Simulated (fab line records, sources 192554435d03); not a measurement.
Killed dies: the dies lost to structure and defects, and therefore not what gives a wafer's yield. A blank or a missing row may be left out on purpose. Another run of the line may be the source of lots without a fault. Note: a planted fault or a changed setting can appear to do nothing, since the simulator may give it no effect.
fab line records | flow n5-finfet | part 2 of 2: steps 5 to 6 of 6
record lots=22 | wafers=66 | last-day=17
route steps=1938 shown BEOL_M0_CUTY@713 BEOL_M0@717
lots that met no fault: taken from a fault-free run of the same line
start-h: hours from the record's first day to the start of the lot's first wafer shown | wait-h: hours since the lot's step before | " same as the row above | L1.1+2: a single row standing in for several wafers | - value missing, or start not given | * or withheld: withheld | < > ~ a bound
route shown NAME@n: NAME is a module with steps in the file, n the number in the route of the first one | usual: the fault-free wafers' mean and standard deviation | same: alike in all rows | chamber/n: place in a boat | sites: readings site by site | _std_site: the standard deviation of these | _edge_site: outer sites' mean less inner sites' | radius-mm: for every site, how far away it sits from the centre of the wafer | mask NAME#n: copy n | behind: the last tool/chamber to shape the wafer | hold: the reason the lot was held/the length of the hold in hours/how it ended | device: the n, p or np transistor that did not switch | end of line: tests run on the same wafers once the route is complete | a step given without rows: its recipe and nothing more | killed: the dies lost at the first sort to structure and to defects; this is not the yield of the wafer | map: shows each die of a wafer: x if killed, . if not, _ if none is there
set.NAME: the setting as run; set.NAME@STEP: as run at that earlier step | model.NAME: the simulator's own value behind a step, which no gauge read
a sample of lots followed through the steps of the route, with each step as a table and each wafer as a row
services: the hour from which a tool's chamber was out of use, counted from the record's first day as start-h (under 0 if before that day), plus the number of hours and why
## steps
# step N5_BEOL_M0_SPUTTER_116
# recipe material=Cu | target-thk-a=40 | temp-c=-20 | chamber-pressure-pa=0.07 | power-w=withheld | time-s=7.37
# usual chuck-gas-flow-sccm=1.26/0.056 | throttle-valve-pct=30.2/1.1
# same time-s=7.37
lot.wafer | tool           | chamber | start-h | wait-h | chuck-gas-flow-sccm | throttle-valve-pct
L074.1    | pvd-sputter-02 | -       | 119.37  | 0.1    | 1.29                | 30.4
L074.3    | "              | -       | "       | "      | 1.26                | 31.5
L074.6    | "              | -       | "       | "      | 1.23                | 29.1
L075.1    | pvd-sputter-03 | -       | 126.82  | 0.2    | 1.24                | 31.8
L075.3    | "              | -       | "       | "      | 1.28                | 29.2
L075.6    | "              | -       | "       | "      | 1.36                | 28.6
L076.1    | pvd-sputter-03 | -       | 132.52  | 0.2    | 1.30                | 30.0
L076.4    | "              | -       | "       | "      | 1.27                | 31.9
L076.6    | "              | -       | "       | "      | 1.16                | 29.5
L077.2    | pvd-sputter-01 | -       | 153.63  | 0.2    | 1.26                | 31.2
L077.3    | "              | -       | "       | "      | 1.23                | 29.7
L077.5    | "              | -       | "       | "      | 1.30                | 31.6
L079.2    | pvd-sputter-02 | -       | 154.41  | 0.1    | 1.20                | 30.2
L079.4    | "              | -       | "       | "      | 1.30                | 29.0
L079.6    | "              | -       | "       | "      | 1.23                | 30.4
L078.1    | pvd-sputter-02 | -       | 154.93  | 0.1    | 1.13                | 31.5
L078.2    | "              | -       | "       | "      | 1.25                | 29.2
L078.5    | "              | -       | "       | "      | 1.24                | 31.2
L081.3    | pvd-sputter-01 | -       | 162.75  | 0.1    | 1.19                | 29.7
L081.5    | "              | -       | "       | "      | 1.35                | 31.7
L081.6    | "              | -       | "       | "      | 1.32                | 29.8
L082.1    | pvd-sputter-02 | -       | 162.88  | 0.1    | 1.17                | 31.4
L082.2    | "              | -       | "       | "      | 1.22                | 30.2
L082.5    | "              | -       | "       | "      | 1.36                | 29.0
L083.2    | pvd-sputter-02 | -       | 173.42  | 0.8    | 1.31                | 30.0
L083.3    | "              | -       | "       | "      | 1.25                | 29.2
L083.4    | "              | -       | "       | "      | 1.19                | 31.4
L084.1    | pvd-sputter-03 | -       | 175.55  | 0.1    | 1.31                | 30.1
L084.2    | "              | -       | "       | "      | 1.36                | 31.6
L084.3    | "              | -       | "       | "      | 1.38                | 28.3
L085.1    | pvd-sputter-02 | -       | 187.34  | 0.2    | 1.31                | 30.0
L085.2    | "              | -       | "       | "      | 1.22                | 29.0
L085.3    | "              | -       | "       | "      | 1.26                | 31.5
L086.1    | pvd-sputter-03 | -       | 189.16  | 0.1    | 1.22                | 31.7
L086.2    | "              | -       | "       | "      | 1.20                | 28.4
L086.4    | "              | -       | "       | "      | 1.31                | 29.0
L087.1    | pvd-sputter-02 | -       | 198.86  | 0.1    | 1.35                | 29.8
L087.5    | "              | -       | "       | "      | 1.17                | 30.0
L087.6    | "              | -       | "       | "      | 1.14                | 30.2
L088.2    | pvd-sputter-02 | -       | 204.40  | 0.1    | 1.30                | 29.1
L088.3    | "              | -       | "       | "      | 1.23                | 30.0
L088.5    | "              | -       | "       | "      | 1.23                | 31.3
L089.2    | pvd-sputter-02 | -       | 208.56  | 1.6    | 1.26                | 30.0
L089.5    | "              | -       | "       | "      | 1.29                | 29.1
L089.6    | "              | -       | "       | "      | 1.24                | 31.5
L090.1    | pvd-sputter-03 | -       | 215.56  | 1.7    | 1.34                | 31.8
L090.3    | "              | -       | "       | "      | 1.16                | 28.3
L090.4    | "              | -       | "       | "      | 1.23                | 29.2
L091.1    | pvd-sputter-03 | -       | 217.92  | 0.2    | 1.26                | 29.0
L091.2    | "              | -       | "       | "      | 1.30                | 31.6
L091.6    | "              | -       | "       | "      | 1.31                | 30.4
L092.1    | pvd-sputter-02 | -       | 227.79  | 0.1    | 1.28                | 30.0
L092.2    | "              | -       | "       | "      | 1.24                | 29.2
L092.4    | "              | -       | "       | "      | 1.24                | 31.5
L093.2    | pvd-sputter-03 | -       | 234.87  | 1.4    | 1.15                | 29.1
L093.5    | "              | -       | "       | "      | 1.23                | 30.4
L093.6    | "              | -       | "       | "      | 1.35                | 28.4
L095.1    | pvd-sputter-02 | -       | 242.67  | 0.1    | 1.25                | 30.2
L095.2    | "              | -       | "       | "      | 1.27                | 31.2
L095.6    | "              | -       | "       | "      | 1.13                | 31.5
L096.1    | pvd-sputter-03 | -       | 247.72  | 0.1    | 1.32                | 30.1
L096.2    | "              | -       | "       | "      | 1.28                | 28.5
L096.5    | "              | -       | "       | "      | 1.15                | 29.3
L097.1    | pvd-sputter-01 | -       | 254.02  | 0.2    | 1.30                | 29.3
L097.2    | "              | -       | "       | "      | 1.25                | 30.9
L097.5    | "              | -       | "       | "      | 1.31                | 31.5
# step N5_BEOL_M0_CMP_120
# recipe stop-on=SiOC | t-overpolish-s=6.9 | down-force-psi=1 | platen-rpm=50 | clearing-platen-down-force-psi=1.5 | clearing-platen-rpm=50 | post-cmp-clean=cu-alkaline | clearing-platen-pad-velocity-m-s=0.99484 | pad-velocity-m-s=0.99484
# usual barrier-field-endpoint-s=3.63/0.12 | head-pressure-psi=0.9999/0.0022 | motor-current-A=5.9/0.53 | overpolish-run-s=6.900/0.0086 | time-to-endpoint-s=62/3.5
lot.wafer | tool   | chamber | start-h | wait-h | barrier-field-endpoint-s | head-pressure-psi | motor-current-A | overpolish-run-s | time-to-endpoint-s
L074.1    | cmp-02 | 0       | 120.60  | 0.6    | 3.42                     | 0.9970            | 6.9             | 6.892            | 61
L074.3    | "      | 2       | "       | "      | 3.48                     | 0.9985            | 5.5             | 6.903            | 62
L074.6    | "      | 0       | "       | "      | 3.36                     | 0.9986            | 6.6             | 6.896            | 57
L075.3    | cmp-02 | 3       | 127.67  | 0.2    | 3.39                     | 1.0025            | 5.4             | 6.904            | 61
L075.1    | "      | 0       | "       | "      | 3.42                     | 1.0016            | 6.7             | 6.899            | 62
L075.6    | "      | 0       | "       | "      | 3.43                     | 1.0001            | 6.6             | 6.906            | 60
L076.4    | cmp-01 | 3       | 133.45  | 0.2    | 3.62                     | 1.0021            | 7.3             | 6.901            | 61
L076.1    | "      | 0       | "       | "      | 3.79                     | 1.0017            | 5.9             | 6.918            | 61
L076.6    | "      | 1       | "       | "      | 3.70                     | 0.9989            | 5.9             | 6.897            | 65
L077.3    | cmp-02 | 3       | 154.78  | 0.2    | 3.59                     | 0.9991            | 5.4             | 6.901            | 64
L077.2    | "      | 0       | "       | "      | 3.58                     | 0.9984            | 6.5             | 6.908            | 58
L077.5    | "      | 3       | "       | "      | 3.41                     | 1.0004            | 5.7             | 6.902            | 60
L079.2    | cmp-02 | 3       | 156.11  | 0.7    | 3.63                     | 1.0029            | 5.4             | 6.886            | 63
L079.4    | "      | 0       | "       | "      | 3.54                     | 0.9996            | 6.2             | 6.897            | 62
L079.6    | "      | 0       | "       | "      | 3.58                     | 0.9993            | 6.5             | 6.902            | 62
L078.1    | cmp-02 | 3       | 156.33  | 0.8    | 3.66                     | 1.0007            | 5.5             | 6.899            | 59
L078.2    | "      | 2       | "       | "      | 3.66                     | 0.9994            | 5.6             | 6.894            | 61
L078.5    | "      | 0       | "       | "      | 3.68                     | 1.0028            | 6.4             | 6.905            | 61
L081.3    | cmp-01 | 0       | 163.77  | 0.2    | 3.53                     | 0.9994            | 6.2             | 6.905            | 61
L081.6    | "      | 0       | "       | "      | 3.68                     | 1.0015            | 6.1             | 6.887            | 62
L081.5    | "      | 1       | "       | "      | 3.54                     | 1.0003            | 5.6             | 6.898            | 64
L082.1    | cmp-03 | 1       | 164.10  | 0.3    | 4.01                     | 0.9996            | 5.3             | 6.915            | 79
L082.2    | "      | 2       | "       | "      | 3.67                     | 0.9991            | 5.4             | 6.888            | 69
L082.5    | "      | 3       | "       | "      | 3.46                     | 1.0005            | 5.9             | 6.889            | 65
L083.4    | cmp-03 | 3       | 174.27  | 0.1    | 3.45                     | 1.0004            | 5.7             | 6.900            | 59
L083.3    | "      | 0       | "       | "      | 3.67                     | 0.9967            | 5.3             | 6.896            | 65
L083.2    | "      | 1       | "       | "      | 3.81                     | 1.0003            | 5.3             | 6.903            | 70
L084.3    | cmp-01 | 0       | 176.44  | 0.2    | 3.52                     | 0.9997            | 5.8             | 6.893            | 60
L084.2    | "      | 1       | "       | "      | 3.70                     | 0.9985            | 5.7             | 6.901            | 64
L084.1    | "      | 2       | "       | "      | 3.63                     | 0.9996            | 5.6             | 6.907            | 60
L085.1    | cmp-03 | 3       | 188.42  | 0.3    | 3.63                     | 0.9992            | 5.8             | 6.896            | 61
L085.2    | "      | 0       | "       | "      | 3.69                     | 0.9975            | 5.3             | 6.903            | 65
L085.3    | "      | 1       | "       | "      | 3.84                     | 0.9990            | 5.0             | 6.898            | 69
L086.2    | cmp-01 | 3       | 190.15  | 0.2    | 3.62                     | 1.0035            | 7.3             | 6.910            | 64
L086.4    | "      | 0       | "       | "      | 3.67                     | 1.0009            | 6.1             | 6.904            | 65
L086.1    | "      | 1       | "       | "      | 3.80                     | 0.9985            | 5.6             | 6.907            | 63
L087.1    | cmp-01 | 1       | 200.11  | 0.6    | 3.77                     | 1.0003            | 5.8             | 6.913            | 63
L087.6    | "      | 3       | "       | "      | 3.71                     | 1.0016            | 7.3             | 6.904            | 63
L087.5    | "      | 0       | "       | "      | 3.66                     | 0.9932            | 6.2             | 6.907            | 60
L088.2    | cmp-02 | 3       | 206.25  | 0.5    | 3.56                     | 0.9952            | 5.3             | 6.899            | 57
L088.3    | "      | 0       | "       | "      | 3.62                     | 1.0039            | 6.4             | 6.893            | 61
L088.5    | "      | 1       | "       | "      | 3.75                     | 0.9957            | 6.5             | 6.894            | 63
L089.2    | cmp-01 | 2       | 209.50  | 0.3    | 3.47                     | 1.0004            | 5.6             | 6.886            | 60
L089.5    | "      | 0       | "       | "      | 3.75                     | 1.0037            | 6.0             | 6.898            | 64
L089.6    | "      | 1       | "       | "      | 3.71                     | 1.0001            | 5.7             | 6.903            | 69
L090.3    | cmp-01 | 0       | 217.72  | 1.2    | 3.64                     | 1.0001            | 6.1             | 6.915            | 60
L090.1    | "      | 2       | "       | "      | 3.72                     | 0.9978            | 5.6             | 6.889            | 59
L090.4    | "      | 3       | "       | "      | 3.89                     | 0.9999            | 7.2             | 6.901            | 62
L091.1    | cmp-02 | 1       | 219.18  | 0.3    | 3.77                     | 0.9994            | 6.4             | 6.898            | 64
L091.2    | "      | 3       | "       | "      | 3.72                     | 1.0007            | 5.6             | 6.899            | 60
L091.6    | "      | 1       | "       | "      | 3.82                     | 0.9960            | 6.3             | 6.901            | 61
L092.4    | cmp-03 | 3       | 228.64  | 0.1    | 3.51                     | 0.9985            | 6.0             | 6.889            | 55
L092.1    | "      | 0       | "       | "      | 3.68                     | 0.9974            | 5.4             | 6.902            | 66
L092.2    | "      | 1       | "       | "      | 3.88                     | 0.9993            | 5.2             | 6.890            | 65
L093.2    | cmp-03 | 1       | 235.76  | 0.2    | 3.71                     | 0.9943            | 5.2             | 6.886            | 69
L093.6    | "      | 0       | "       | "      | 3.71                     | 1.0011            | 5.3             | 6.897            | 65
L093.5    | "      | 1       | "       | "      | 3.64                     | 0.9988            | 5.2             | 6.901            | 68
L095.1    | cmp-03 | 3       | 243.56  | 0.3    | 3.50                     | 0.9982            | 6.2             | 6.918            | 60
L095.2    | "      | 1       | "       | "      | 3.68                     | 1.0016            | 5.4             | 6.900            | 67
L095.6    | "      | 3       | "       | "      | 3.31                     | 1.0005            | 6.1             | 6.909            | 55
L096.2    | cmp-01 | 0       | 248.57  | 0.2    | 3.49                     | 1.0004            | 5.8             | 6.909            | 57
L096.1    | "      | 1       | "       | "      | 3.74                     | 1.0010            | 5.2             | 6.912            | 65
L096.5    | "      | 0       | "       | "      | 3.42                     | 1.0042            | 5.6             | 6.902            | 58
L097.2    | cmp-02 | 0       | 254.92  | 0.3    | 3.51                     | 1.0022            | 6.1             | 6.917            | 58
L097.1    | "      | 2       | "       | "      | 3.59                     | 1.0026            | 5.6             | 6.895            | 61
L097.5    | "      | 0       | "       | "      | 3.63                     | 1.0017            | 6.5             | 6.902            | 60
## services
tool        | chamber | start-h | hours | kind
rie-diel-06 | 3       | 94.68   | 12.9  | repair
cmp-02      | -       | 116.60  | 4.0   | pm
cmp-03      | -       | 129.85  | 0.5   | repair
cmp-02      | -       | 136.64  | 2.2   | repair
cmp-03      | -       | 152.41  | 4.0   | pm
cmp-01      | -       | 153.65  | 4.2   | pm
cmp-01      | -       | 157.95  | 2.1   | repair
rie-diel-06 | 2       | 158.01  | -     | clean
rie-diel-06 | 2       | 158.01  | -     | consumable-replace:focus-ring
rie-diel-06 | 2       | 158.01  | -     | consumable-replace:showerhead
rie-diel-06 | 2       | 158.01  | 24.5  | scheduled-down
rie-diel-06 | 2       | 158.01  | 24.5  | vent-cycle
rie-diel-05 | 2       | 169.34  | 16.3  | repair
rie-diel-05 | 0       | 170.33  | 5.8   | repair
cmp-01      | -       | 189.59  | 0.3   | repair
cmp-01      | -       | 193.67  | 4.0   | pm
cmp-03      | -       | 203.49  | 4.3   | repair
cmp-02      | -       | 208.01  | 1.8   | repair
cmp-01      | -       | 218.47  | 1.5   | repair
rie-diel-06 | 0       | 219.61  | -     | clean
rie-diel-03 | 0       | 223.19  | 7.0   | repair
cmp-03      | -       | 234.33  | 1.3   | repair
cmp-01      | -       | 241.90  | 1.7   | repair
rie-diel-06 | 3       | 249.82  | 7.8   | repair
